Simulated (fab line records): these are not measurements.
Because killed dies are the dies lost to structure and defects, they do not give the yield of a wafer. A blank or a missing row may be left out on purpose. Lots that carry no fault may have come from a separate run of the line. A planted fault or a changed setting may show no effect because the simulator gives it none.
Split-lot trial    flow n5 finfet    on a route of 1938 steps: 7 lots, 39 wafers read

ON THE SPLIT
At N5_ZERO_LAYER_DEVELOP_10 (develop time 60 s), the setting develop time s was moved away from the recipe's 60 s on 15 of the 39 wafers read, by -29.6% to +41.9%. The other wafers ran this setting at the recipe's value.

FROM THE SPLIT TO THE READING: what the file shows between them, 1 step
- N5_ZERO_LAYER_HARDBAKE_23: time 120 s

THE READING
cd nm (nm) at N5_ZERO_LAYER_CD_MEAS_11, where the cd target is 2000 nm. A value of 1998.8 nm with a standard deviation of 1.9 nm is what fault-free wafers of this fab line usually give.

wafer   tool, chamber at the split  develop time s as run, s  against the recipe  cd nm, nm  against lot-mates on the recipe
L074.1  litho track-05, 0           42.23                     -29.6%              1990.9     -7.1
L074.2  litho track-05, 0           60                        recipe              1997.9     -
L074.3  litho track-05, 0           42.23                     -29.6%              1990.6     -7.4
L074.4  litho track-05, 0           42.23                     -29.6%              1995.0     -3.0
L074.5  litho track-05, 0           60                        recipe              1997.5     -
L074.6  litho track-05, 0           60                        recipe              1998.7     -
L075.1  litho track-05, 0           60                        recipe              1998.6     -
L075.2  litho track-05, 0           60                        recipe              1995.6     -
L075.3  litho track-05, 0           85.11                     +41.9%              2004.1     +6.7
L075.4  litho track-05, 0           85.11                     +41.9%              2008.4     +11.0
L075.5  litho track-05, 0           85.11                     +41.9%              2005.6     +8.2
L075.6  litho track-05, 0           60                        recipe              1998.1     -
L080.1  litho track-02, 0           75.49                     +25.8%              2006.2     +7.4
L080.2  litho track-02, 0           75.49                     +25.8%              2003.5     +4.7
L080.3  litho track-02, 0           60                        recipe              1996.3     -
L080.4  litho track-02, 0           60                        recipe              2001.3     -
L080.5  litho track-02, 0           60                        recipe              1998.9     -
L080.6  litho track-02, 0           75.49                     +25.8%              2006.5     +7.7
L082.1  litho track-03, 0           44.71                     -25.5%              1992.0     -6.3
L082.2  litho track-03, 0           44.71                     -25.5%              1995.4     -2.9
L082.3  litho track-03, 0           44.71                     -25.5%              1992.1     -6.2
L082.4  litho track-03, 0           60                        recipe              1997.6     -
L082.5  litho track-03, 0           60                        recipe              1998.8     -
L082.6  litho track-03, 0           60                        recipe              1998.4     -
L083.1  litho track-05, 0           60                        recipe              1996.8     -
L083.2  litho track-05, 0           60                        recipe              1999.0     -
L083.3  litho track-05, 0           60                        recipe              1994.4     -
L083.4  litho track-05, 0           82.84                     +38.1%              2005.0     +8.3
L083.5  litho track-05, 0           82.84                     +38.1%              2002.1     +5.4
L083.6  litho track-05, 0           82.84                     +38.1%              2003.9     +7.2
L088.1  litho track-05, 0           60                        recipe              2000.8     -
L088.2  litho track-05, 0           60                        recipe              1996.7     -
L088.3  litho track-05, 0           60                        recipe              1997.7     -
L088.4  litho track-05, 0           60                        recipe              1999.1     -
L088.5  litho track-05, 0           60                        recipe              1999.3     -
L088.6  litho track-05, 0           60                        recipe              1998.2     -
L092.1  litho track-02, 0           60                        recipe              1999.6     -
L092.3  litho track-02, 0           60                        recipe              2001.5     -
L092.5  litho track-02, 0           60                        recipe              1997.1     -

THE FIT
A straight line over all 39 wafers: cd nm changes by +0.191 nm for each +1% of develop time s; r = +0.90; the points scatter about the line by 1.9 nm.
The same after taking each lot's own level away (the mean of its wafers on the recipe; 39 wafers): +0.203 nm for each +1%; r = +0.93; scatter 1.6 nm.
According to that fit, moving develop time s by its largest amount changes the reading by 8.5 nm.
The lots' own levels span 1996.73 to 1999.40 nm, that is 1.4 times the standard deviation above.
Consequently the slope shifts little with the lot-to-lot level, the two slopes agreeing.
Check: with one of the wafers moved furthest among these (+41.9%) left out of the fit, the line predicts +8.81 nm for it against its lot-mates. Against them it came out at +6.67 nm.

THE FILE'S OWN FIT
cd nm changes by +0.203 nm for each +1% of develop time s, r = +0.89.
